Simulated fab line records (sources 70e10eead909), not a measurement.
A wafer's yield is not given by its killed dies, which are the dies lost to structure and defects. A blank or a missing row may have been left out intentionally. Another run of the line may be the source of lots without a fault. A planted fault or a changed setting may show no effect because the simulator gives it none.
Which tool is to blame? ; flow nand_harc ; 12 lots, 36 wafers sampled, at 5 steps of a route of 1159

WHAT EACH GAUGE READ, for each wafer
NHARC_A_CONTACT_CD_MEAS_08: the cd target is 100 nm. Usual: cd_nm 99.9 nm, standard deviation 0.61.
lot;measured;on;cd_nm (nm);flag
L565;day 17 00:31;cd_sem-03;99.7 99.1 99.4;
L570;day 17 10:32;cd_sem-02;100.1 100.4 99.8;
L567;day 17 11:47;cd_sem-03;100.1 100.4 99.2;
L571;day 18 06:50;cd_sem-03;99.5 99.9 100.5;
L569;day 18 15:46;cd_sem-03;100.4 100.0 100.3;
L573;day 19 04:59;cd_sem-02;100.8 100.8 100.1;
L575;day 20 09:13;cd_sem-01;99.6 99.9 99.5;
L580;day 21 03:37;cd_sem-03;100.8 100.4 100.0;
L581;day 21 04:26;cd_sem-01;100.9 99.3 98.9;
L584;day 21 17:19;cd_sem-02;99.2 100.0 99.2;
L585;day 22 10:09;cd_sem-02;99.3 100.0 99.0;
L587;day 22 17:41;cd_sem-03;99.8 98.9 99.8;

NHARC_END_SORT_01. Usual: killed_at_array 28, standard deviation 11; killed_at_other 0.6, standard deviation 0.85; killed_at_periphery 2.8, standard deviation 2.3; killed_dies 31, standard deviation 11; killed_open 3.1, standard deviation 1.6; killed_short 2.0, standard deviation 1.4.
lot;measured;on;killed_at_array;killed_at_other;killed_at_periphery;killed_dies;killed_open;killed_short;flag
L569;day 21 00:24;prober-02;36 43 32;0 0 0;4 2 1;40 45 33;5 2 2;4 2 2;
L573;day 21 11:10;prober-01;39 33 42;0 1 0;1 0 0;40 34 42;3 4 2;2 3 3;
L580;day 23 16:34;prober-02;25 23 30;1 0 0;1 2 3;27 25 33;6 5 4;3 3 1;
L581;day 23 16:36;prober-01;28 38 20;2 0 1;6 4 7;36 42 28;2 4 3;2 2 3;
L584;day 24 05:08;prober-01;51 41 45;0 0 0;4 3 4;55 44 49;5 4 3;1 0 1;

EACH LOT AND THE TOOL THAT RAN IT (in order: tool; ch and the chambers of the sampled wafers; start)
lot;NHARC_A_CONTACT_ETCH_88;NHARC_A_BLC_SOFTBAKE_05;NHARC_A_BLC_DESCUM_15
L565;rie_diel-08 ch 2,3, day 17 00:50;litho_track-06 ch 0, day 17 09:00;rie_diel-11 ch 1,3, day 17 10:23
L570;rie_diel-01 ch 0,1,3, day 17 10:50;litho_track-01 ch 0, day 17 15:00;rie_diel-09 ch 0,1,3, day 17 16:32
L567;rie_diel-01 ch 1,3, day 17 12:06;litho_track-01 ch 0, day 17 20:00;rie_diel-09 ch 1,2,3, day 17 21:23
L571;rie_diel-08 ch 0,3, day 18 07:07;litho_track-04 ch 0, day 18 12:00;rie_diel-11 ch 1,2,3, day 18 13:27
L569;rie_diel-01 ch 0,1,3, day 18 16:02;litho_track-01 ch 0, day 18 22:00;rie_diel-09 ch 1,2,3, day 18 22:42
L573;rie_diel-07 ch 1,2,3, day 19 05:16;litho_track-06 ch 0, day 19 14:00;rie_diel-09 ch 2,3, day 19 15:23
L575;rie_diel-07 ch 0,3, day 20 09:29;litho_track-01 ch 0, day 20 14:00;rie_diel-09 ch 1,2, day 20 15:23
L580;rie_diel-01 ch 0,1,3, day 21 03:53;litho_track-06 ch 0, day 21 13:00;rie_diel-11 ch 0,1,3, day 21 13:50
L581;rie_diel-07 ch 1,3, day 21 04:43;litho_track-06 ch 0, day 21 13:00;rie_diel-09 ch 0,2, day 21 14:34
L584;rie_diel-07 ch 0,3, day 21 17:40;litho_track-01 ch 0, day 22 01:00;rie_diel-09 ch 0,2, day 22 02:04
L585;rie_diel-07 ch 1,2,3, day 22 10:28;litho_track-01 ch 0, day 22 17:00;rie_diel-11 ch 0,1,2, day 22 17:37
L587;rie_diel-07 ch 0,1,3, day 22 17:59;litho_track-04 ch 0, day 23 01:00;rie_diel-09 ch 1,2, day 23 01:41
- NHARC_A_CONTACT_ETCH_88: etches the open film in CF4, target depth 39 nm, time 65 s.
- NHARC_A_BLC_SOFTBAKE_05: time 55 s.
- NHARC_A_BLC_DESCUM_15: chemistry O2, time 3 s.

WHAT THE TOOLS THEMSELVES READ (means of the sampled wafers that have a number; where no wafer has one, the mark that the record gives instead)
NHARC_A_CONTACT_ETCH_88. Usual: chamber_pressure_mTorr 50.00 mTorr, standard deviation 0.045; drypump_motor_current_A 5.8 A, standard deviation 0.5; oes_product_au 1.000 a.u., standard deviation 0.0098; rf_vpp_V 151.5 V, standard deviation 1.2; showerhead_plenum_p_Torr 1.78 Torr, standard deviation 0.077; throttle_valve_pct 13.284 %, standard deviation 0.0091.
lot;tool;chamber_pressure_mTorr (mTorr);drypump_motor_current_A (A);oes_product_au (a.u.);rf_vpp_V (V);showerhead_plenum_p_Torr (Torr);throttle_valve_pct (%);flag
L565;rie_diel-08;50.02;5.9;0.989;152.6;1.84;13.292;
L570;rie_diel-01;50.01;5.5;1.003;151.8;1.81;13.279;
L567;rie_diel-01;50.01;5.2;0.996;150.9;1.79;13.283;
L571;rie_diel-08;50.02;5.7;0.994;152.0;1.80;13.286;
L569;rie_diel-01;50.01;5.5;0.995;152.5;1.81;13.283;
L573;rie_diel-07;50.00;5.9;1.000;152.8;1.81;13.281;
L575;rie_diel-07;49.98;6.0;1.004;151.7;1.73;13.289;
L580;rie_diel-01;49.99;5.6;1.006;151.5;1.81;13.279;
L581;rie_diel-07;50.00;5.9;0.989;152.5;1.85;13.287;
L584;rie_diel-07;50.03;6.1;1.001;150.7;1.73;13.287;
L585;rie_diel-07;49.98;5.9;1.001;152.1;1.80;13.288;
L587;rie_diel-07;50.00;6.0;0.998;150.6;1.79;13.289;

NHARC_A_BLC_SOFTBAKE_05. Usual: heater_power_total_W 188.45 W, standard deviation 0.14; plate_temp_C 105.03 C, standard deviation 0.13; resist_line_temp_C 22.98 C, standard deviation 0.1.
lot;tool;heater_power_total_W (W);plate_temp_C (C);resist_line_temp_C (C);flag
L565;litho_track-06;188.55;104.96;22.90;
L570;litho_track-01;188.47;105.12;23.03;
L567;litho_track-01;188.43;105.01;23.06;
L571;litho_track-04;188.43;104.78;22.91;
L569;litho_track-01;188.42;105.14;23.11;
L573;litho_track-06;188.37;105.04;23.04;
L575;litho_track-01;188.49;104.93;22.92;
L580;litho_track-06;186.17;105.02;22.93;OFF
L581;litho_track-06;186.34;105.14;23.00;OFF
L584;litho_track-01;188.39;104.93;23.08;
L585;litho_track-01;188.37;104.95;22.90;
L587;litho_track-04;188.55;105.15;22.99;

NHARC_A_BLC_DESCUM_15. Usual: chamber_pressure_mTorr 60.00 mTorr, standard deviation 0.06; drypump_motor_current_A 5.61 A, standard deviation 0.23; oes_product_au 0.999 a.u., standard deviation 0.0088; rf_vpp_V 57.6 V, standard deviation 0.81; showerhead_plenum_p_Torr 1.88 Torr, standard deviation 0.09; throttle_valve_pct 11.312 %, standard deviation 0.0085.
lot;tool;chamber_pressure_mTorr (mTorr);drypump_motor_current_A (A);oes_product_au (a.u.);rf_vpp_V (V);showerhead_plenum_p_Torr (Torr);throttle_valve_pct (%);flag
L565;rie_diel-11;60.07;5.77;0.998;57.8;1.87;11.318;
L570;rie_diel-09;60.02;5.53;0.998;58.3;1.94;11.311;
L567;rie_diel-09;59.99;5.70;1.010;58.4;1.89;11.321;
L571;rie_diel-11;60.06;5.66;0.996;57.0;1.86;11.314;
L569;rie_diel-09;59.97;5.68;1.012;57.9;1.89;11.309;
L573;rie_diel-09;59.95;5.73;0.992;57.7;1.80;11.318;
L575;rie_diel-09;60.00;5.78;0.992;57.2;1.87;11.306;
L580;rie_diel-11;59.97;5.59;0.999;57.7;1.86;11.313;
L581;rie_diel-09;59.94;5.67;0.993;57.5;1.84;11.315;
L584;rie_diel-09;59.98;5.67;0.995;56.9;1.84;11.307;
L585;rie_diel-11;59.98;5.49;0.993;57.8;1.84;11.315;
L587;rie_diel-09;59.99;5.79;1.000;57.5;1.87;11.314;

THE ANSWER, worked out from the rows above alone
Rule: take the mean of a lot's wafers that have a number; if it is more than 3 standard deviations from the usual mean, the lot is off. Also off: a lot with no number at a reading for which 4 or more lots have one. Where the step has rows for the other lots, those lots are counted as sound. The gauges are gone through in route order, then the tools' own readings, and for those a lot's mean is taken as printed above. At the first step where some lot is off, the reading lying furthest off is the one used; lots without a number count as furthest.
Off, at NHARC_A_BLC_SOFTBAKE_05 on heater_power_total_W: L580, L581.
If a tool, at that step or one of the process steps before it, ran each lot that is off and ran no sound lot following the first of them, it fits. One fits: litho_track-06 at NHARC_A_BLC_SOFTBAKE_05. Its last sound lot is L573 (day 19 14:00), its first lot that is off L580 (day 21 13:00): a fault that began between those two fits.
On the lots that are off, the tool's own readings at NHARC_A_BLC_SOFTBAKE_05 differ by more than 5 times the standard deviation of the sound lots' means, which bears it out; heater_power_total_W reads 186.25 W there versus 188.45 W on the sound lots.

WHAT HAD BEEN PUT IN BY THE SIMULATOR
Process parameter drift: litho_track-06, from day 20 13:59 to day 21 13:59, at NHARC_A_BLC_SOFTBAKE_05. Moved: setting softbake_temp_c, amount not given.
Shown lots that were struck: L580, L581. The same result came from the rule above.
